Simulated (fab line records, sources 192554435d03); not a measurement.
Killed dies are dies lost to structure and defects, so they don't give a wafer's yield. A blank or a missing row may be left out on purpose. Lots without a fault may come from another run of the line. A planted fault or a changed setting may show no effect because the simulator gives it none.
A struck lot beside a sound one | flow n5_finfet | 20 steps out of a route of 1938
Sound: wafers L186.2, L186.4, L186.6. Struck: wafers L196.2, L196.5, L196.6. The cause comes at the end.
At each step with rows: each side's tool, then ch and its chambers, then its first start. Under that, the readings that differ: sound wafers | struck wafers | difference of the means | sigmas: that difference in standard deviations of wafers without a fault.
alike: readings whose means differ by less than 2 such deviations, and words and numbers that are the same on both sides. not compared: withheld readings, readings that some wafer has no value for, bounds like >300 that may hide the same value, and numbers for which the record gives no deviation and whose values overlap.
The two part at a step that has a row with sigmas, a row that says differs or no value, or rows on one side only. Numbers that don't overlap but have no deviation are shown without sigmas and don't part them. A reading that every wafer of one side lacks parts them only if that side has two wafers or more.

first, 8 steps without rows for these wafers: N5_BEOL_M10_CMP_52 (polishes, stops on SiCOH lowk, t overpolish 7 s, target thk 140 nm); N5_BEOL_M10_PRE_CLEAN_55 (time 15 s); N5_BEOL_M10_DEP_56 (deposits SiCN from 3MS/NH3, target thk 15 nm, time 26.5 s); N5_BEOL_M11_ILD_DEP_00 (deposits SiCOH lowk from DEMS/porogen, target thk 308.51 nm, time 58 s); N5_BEOL_M11_CURE_71 (cures SiCOH lowk, time 240 s); N5_BEOL_M11_PECVD_70 (deposits SiO2 from TEOS/O2, target thk 20 nm, time 22.7 s); N5_BEOL_M11_HM_DEP_02 (deposits TiN, target thk 20 nm); N5_BEOL_M11_COAT_59 (time 60 s, resist thk 100 nm).
N5_BEOL_M11_COAT_60: time 60 s, resist thk 30 nm.
  sound on litho_track-01 ch 0, day 10 10:55; struck on litho_track-01 ch 0, day 13 05:31
  reading                                     | sound                | struck               | difference | sigmas
  spin_speed_rpm (rpm)                        | 1498.6 1500.5 1499.7 | 1197.7 1199.2 1195.9 | -302.0     | -99 or more
  model.SiARC_of_BEOL_M11_COAT_60.thk_nm (nm) | 30 30 30             | 33.6 33.6 33.6       | +3.6       |
  alike: chill_plate_temp_C
then, 7 steps without rows for these wafers: N5_BEOL_M11_COAT_05 (resist thk 90 nm); N5_BEOL_M11_EBR_07; N5_BEOL_M11_SOFTBAKE_06 (time 60 s); N5_BEOL_M11_EXPOSE_08 (exposes mask M11); N5_BEOL_M11_PEB_09 (peb time 60 s); N5_BEOL_M11_DEVELOP_10 (develop time 30 s); N5_BEOL_M11_DESCUM_16 (chemistry O2, time 7.9 s).
N5_BEOL_M11_ETCH_61: etches SiARC in CF4, target depth 39 nm, time 65 s.
  sound on rie_diel-01 ch 1,2, day 10 11:24; struck on rie_diel-02 ch 0,3, day 13 06:15
  reading                                       | sound             | struck            | difference | sigmas
  etch_rf_on_time_s (s)                         | 63.0 63.3 63.9    | 68.7 68.5 72.3    | +6.4       | +3
  model.etch.depth_nm (nm)                      | 30.02 29.95 29.93 | 33.67 33.69 33.62 | +3.69      |
  model.CAR-ArF_of_BEOL_M11_COAT_05.thk_nm (nm) | 55 55.4 55.4      | 52 52.2 51.8      | -3         |
  alike: drypump_motor_current_A, oes_product_au, rf_vpp_V, showerhead_plenum_p_Torr, throttle_valve_pct
  not compared: rf_hours_counter_h
N5_BEOL_M11_ETCH_62: etches SOC in N2/H2, target depth 110 nm, overetch 22 nm, time 165 s.
  sound on rie_diel-01 ch 1,2, day 10 11:27; struck on rie_diel-02 ch 0,3, day 13 06:18
  reading                                     | sound        | struck         | difference | sigmas
  model.SiARC_of_BEOL_M11_COAT_60.thk_nm (nm) | 23.2 23 23.8 | 26.4 26.4 26.8 | +3.2       |
  alike: drypump_motor_current_A, oes_product_au, rf_vpp_V, showerhead_plenum_p_Torr, throttle_valve_pct
  not compared: rf_hours_counter_h
then, 1 step without rows for these wafers: N5_BEOL_M11_STRIP_68 (strips in N2/H2).
N5_PASSIVATION_PROBE_49:
  the record has rows for the sound wafers here (prober-01, day 12 07:46) and none for the struck ones

WHERE THEY PART
First at N5_BEOL_M11_COAT_60; last, within this record, at N5_PASSIVATION_PROBE_49.

WHY: what the simulator had put in
Process parameter drift: litho_track-01, from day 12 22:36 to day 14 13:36, at N5_BEOL_M11_COAT_60. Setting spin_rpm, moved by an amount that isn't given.
